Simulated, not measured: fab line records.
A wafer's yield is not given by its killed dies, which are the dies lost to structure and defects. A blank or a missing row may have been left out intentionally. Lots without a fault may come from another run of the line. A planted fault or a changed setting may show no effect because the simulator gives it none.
8D (eight disciplines) problem report, filled in by code -- flow n5Finfet -- the parts of the form that need people (team, actions taken, sign-off) are left out

1. WHAT WENT WRONG
N5_BEOL_M2_ETCH_41, oesProductAu: mean 1.13 a.u. over 1 wafer from 1 lot; wafers with no fault: 0.79 a.u., standard deviation 0.081. Measured from the usual mean, that is +4.2 standard deviations.
The step: etches SiCN in CH3F/O2, target depth 29.9 nm, time 52.5 s.
First seen on wafer L180.4, day 10 16:00, on rieDiel-04. The record has a number at this step for 15 wafers belonging to 5 lots. Rule for "out" (also "out of limits"): further than 4 standard deviations from the usual mean. Any other wafer with a number is counted as sound.

2. WHAT IT IS, AND WHAT IT ISN'T
question,is,is not
which readings at this step,oesProductAu,"chamberPressureMTorr, drypumpMotorCurrentA, rfVppV, showerheadPlenumPTorr, throttleValvePct"
which lots,L180,"L165, L173, L184, L186"
which wafers of those lots,L180.4,"L180.1, L180.6"
read on which tools,rieDiel-04,rieDiel-01
when,from day 10 16:00,"up to then (8 sound wafers); but 6 sound wafers of L184, L186 came after"

3. WHAT RULES OUT EACH SUSPECT
Counting: any tool at a process step up to the reading remains a suspect provided it ran every lot that is out. Sound lots after the first of them don't rule it out here, since some wafers of a struck lot are sound.
- rieDiel-04 at N5_BEOL_M2_ETCH_77 (etches underlayer in N2/H2, target depth 6.5 nm, time 5.2 s): kept. It processed L180, the lot that is out, at day 10 15:09, and its most recent sound lot before then was L173 at day 8 16:41.
- aldSin-03 at N5_BEOL_M2_ALD_98 (deposits SiO2, target thk 2.5 nm, pulse time 1 s, co reactant pulse time 1 s): kept. It processed L180, the lot that is out, at day 10 15:15, and its most recent sound lot before then was L173 at day 8 17:38.
- rieDiel-04 at N5_BEOL_M2_ETCH_70 (etches SOC in N2/H2, target depth 80 nm, overetch 24 nm, time 130 s): kept. It processed L180, the lot that is out, at day 10 15:46, and its most recent sound lot before then was L173 at day 8 19:07.
- rieDiel-04 at N5_BEOL_M2_TRENCH_ETCH_37 (etches SiOC in C4F6/O2, target depth 55.555 nm, time 29.2 s): kept. It processed L180, the lot that is out, at day 10 16:00, and its most recent sound lot before then was L173 at day 8 19:22. N5_BEOL_M2_TRENCH_ETCH_37: start missing for some lots; hours and lot order therefore follow N5_BEOL_M2_ETCH_41.
- rieDiel-04 at N5_BEOL_M2_ETCH_41 (etches SiCN in CH3F/O2, target depth 29.9 nm, time 52.5 s): kept. It processed L180, the lot that is out, at day 10 16:00, and its most recent sound lot before then was L173 at day 8 19:22. Out on those wafers are its own readings of oesProductAu.
- aldSin-03, N5_BEOL_M2_ALD_98: wafers that are out in chamber 0, sound lot-mates in chambers 1, 3.
- The sound lot-mates ran in chamber 1 of rieDiel-04 at N5_BEOL_M2_ETCH_70, but the wafers that are out ran in chamber 2.
- The sound lot-mates ran in chamber 1 of rieDiel-04 at N5_BEOL_M2_TRENCH_ETCH_37, but the wafers that are out ran in chamber 2.
- The sound lot-mates ran in chamber 1 of rieDiel-04 at N5_BEOL_M2_ETCH_41, but the wafers that are out ran in chamber 2.
Left after counting: rieDiel-04 at N5_BEOL_M2_ETCH_77, aldSin-03 at N5_BEOL_M2_ALD_98, rieDiel-04 at N5_BEOL_M2_ETCH_70, rieDiel-04 at N5_BEOL_M2_TRENCH_ETCH_37, rieDiel-04 at N5_BEOL_M2_ETCH_41.

4. THE CAUSE (what the simulator had put in)
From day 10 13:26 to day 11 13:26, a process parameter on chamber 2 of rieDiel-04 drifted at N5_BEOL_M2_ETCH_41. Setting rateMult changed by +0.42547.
This tool is one of the 5 suspects left after counting.

5. THE EFFECT CHAIN, in route order
Each row: a reading whose mean over the struck wafers that have a number lies more than 3 standard deviations from the usual. Scope: only readings with a usual standard deviation given in the record; hours: median across lots of the time from each lot's start at the first step in this table that gives one to its start at this step; sigmas: change in usual standard deviations.
hours,step,reading,usual,on struck wafers,change,sigmas
0,N5_BEOL_M2_ETCH_41,oesProductAu,0.79 a.u.,1.13,+0.34,+4.2
Process steps it contains:
- N5_BEOL_M2_ETCH_41: etches SiCN in CH3F/O2, target depth 29.9 nm, time 52.5 s.
Later measuring or inspecting steps at which every struck wafer that the step has a row for has a number for every such reading, and none has moved that far: N5_BEOL_M4_RC_MEAS_101.

6. WHAT WOULD HAVE CAUGHT IT SOONER
3 hours passed between the start of the fault at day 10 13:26 and the first reading out of limits in this record, taken at day 10 16:00.
